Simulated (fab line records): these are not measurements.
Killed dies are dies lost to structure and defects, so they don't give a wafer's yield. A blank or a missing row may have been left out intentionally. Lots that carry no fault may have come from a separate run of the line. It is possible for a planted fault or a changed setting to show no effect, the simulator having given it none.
Split-lot trial + flow n5-finfet + 39 wafers read across 7 lots, on a route 1938 steps long

== ABOUT THE SPLIT ==
At N5_FIN_CUT_CUT_ETCH_26 (etches SiNx in CH3F/O2, target depth 39 nm, time 55.7 s), the setting target-depth-a was moved away from the recipe's 390 angstrom on 9 of the 39 wafers read, by -11.3% to +6.0%. For the rest of the wafers, this setting stayed at what the recipe calls for.

The reading is taken at the split's own step.

== THE READING ==
etch.depth-nm (the simulator's own value, which no gauge read), in nm, at N5_FIN_CUT_CUT_ETCH_26 (etches SiNx in CH3F/O2, target depth 39 nm, time 55.7 s). No usual value for it is given in the file. The 30 wafers here that ran the recipe average 39.30 nm, standard deviation 0.54 nm.

| wafer  | tool, chamber at the split | target-depth-a as run, angstrom | against the recipe | etch.depth-nm, nm | against lot-mates on the recipe |
|--------|----------------------------|---------------------------------|--------------------|-------------------|---------------------------------|
| L075.1 | rie-diel-05, 1             | 390                             | recipe             | 39.97             | -                               |
| L075.2 | rie-diel-05, 0             | 390                             | recipe             | 39.15             | -                               |
| L075.5 | rie-diel-05, 1             | 390                             | recipe             | 39.42             | -                               |
| L078.1 | rie-diel-04, 2             | 345.8                           | -11.3%             | 33.97             | -5.09                           |
| L078.2 | rie-diel-04, 1             | 345.8                           | -11.3%             | 34.46             | -4.60                           |
| L078.3 | rie-diel-04, 0             | 390                             | recipe             | 38.89             | -                               |
| L078.4 | rie-diel-04, 3             | 390                             | recipe             | 39.2              | -                               |
| L078.5 | rie-diel-04, 3             | 390                             | recipe             | 39.09             | -                               |
| L078.6 | rie-diel-04, 2             | 345.8                           | -11.3%             | 34.26             | -4.80                           |
| L079.1 | rie-diel-04, 2             | 390                             | recipe             | 38.89             | -                               |
| L079.2 | rie-diel-04, 3             | 390                             | recipe             | 39.17             | -                               |
| L079.3 | rie-diel-04, 0             | 390                             | recipe             | 39                | -                               |
| L079.4 | rie-diel-04, 1             | 390                             | recipe             | 39.19             | -                               |
| L079.5 | rie-diel-04, 2             | 390                             | recipe             | 38.44             | -                               |
| L079.6 | rie-diel-04, 1             | 390                             | recipe             | 39.2              | -                               |
| L080.1 | rie-diel-01, 3             | 408.8                           | +4.8%              | 40.48             | +0.14                           |
| L080.2 | rie-diel-01, 0             | 390                             | recipe             | 40.05             | -                               |
| L080.3 | rie-diel-01, 2             | 390                             | recipe             | 40.25             | -                               |
| L080.4 | rie-diel-01, 1             | 390                             | recipe             | 40.71             | -                               |
| L080.5 | rie-diel-01, 3             | 408.8                           | +4.8%              | 40.87             | +0.53                           |
| L080.6 | rie-diel-01, 2             | 408.8                           | +4.8%              | 42.49             | +2.15                           |
| L082.1 | rie-diel-05, 2             | 390                             | recipe             | 39.72             | -                               |
| L082.2 | rie-diel-05, 1             | 390                             | recipe             | 39.64             | -                               |
| L082.3 | rie-diel-05, 3             | 390                             | recipe             | 39.26             | -                               |
| L082.4 | rie-diel-05, 0             | 390                             | recipe             | 38.36             | -                               |
| L082.5 | rie-diel-05, 0             | 390                             | recipe             | 38.25             | -                               |
| L082.6 | rie-diel-05, 1             | 390                             | recipe             | 39.56             | -                               |
| L083.1 | rie-diel-05, 3             | 390                             | recipe             | 39.46             | -                               |
| L083.2 | rie-diel-05, 0             | 413.4                           | +6.0%              | 41.18             | +1.88                           |
| L083.3 | rie-diel-05, 2             | 390                             | recipe             | 39.51             | -                               |
| L083.4 | rie-diel-05, 0             | 390                             | recipe             | 38.94             | -                               |
| L083.5 | rie-diel-05, 2             | 413.4                           | +6.0%              | 42.13             | +2.83                           |
| L083.6 | rie-diel-05, 3             | 413.4                           | +6.0%              | 42.15             | +2.85                           |
| L084.1 | rie-diel-05, 2             | 390                             | recipe             | 39.49             | -                               |
| L084.2 | rie-diel-05, 0             | 390                             | recipe             | 38.57             | -                               |
| L084.3 | rie-diel-05, 3             | 390                             | recipe             | 39.67             | -                               |
| L084.4 | rie-diel-05, 3             | 390                             | recipe             | 39.34             | -                               |
| L084.5 | rie-diel-05, 2             | 390                             | recipe             | 39.82             | -                               |
| L084.6 | rie-diel-05, 0             | 390                             | recipe             | 38.89             | -                               |

THE FIT
A straight line over all 39 wafers: etch.depth-nm changes by +0.438 nm for each +1% of target-depth-a; r = +0.95; the points scatter about the line by 0.57 nm.
The same after taking each lot's own level away (the mean of its wafers on the recipe; 39 wafers): +0.396 nm for each +1%; r = +0.95; scatter 0.53 nm.
That fit puts the effect of the largest move of target-depth-a on the reading at 4.5 nm.
Measured against the standard deviation above, the lots' own levels, which go from 38.982 to 40.337 nm, span 2.5 times it.
Thus the slope moves with the lot-to-lot level: the two fits are different.
Check: for one of the wafers moved furthest among these (-11.3%), held out of the fit, the line's prediction against its lot-mates is -4.41 nm. It came out at -5.09 nm against them.

== OTHER SPLITS APPLIED TO THESE WAFERS ==
Other splits were also applied to these wafers ahead of the reading. Each is held against what the fit with the lots' levels taken away leaves over:
| other split on the same wafers | wafers away from the commonest value | r with etch.depth-nm (lot level and that fit taken away) |
|--------------------------------|--------------------------------------|----------------------------------------------------------|
| N5_FIN_SAQP_EXPOSE_13 dose-mj  | 15                                   | -0.14                                                    |

== THE FILE'S OWN FIT ==
etch.depth-nm changes by +0.397 nm for each +1% of target-depth-a, r = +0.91.
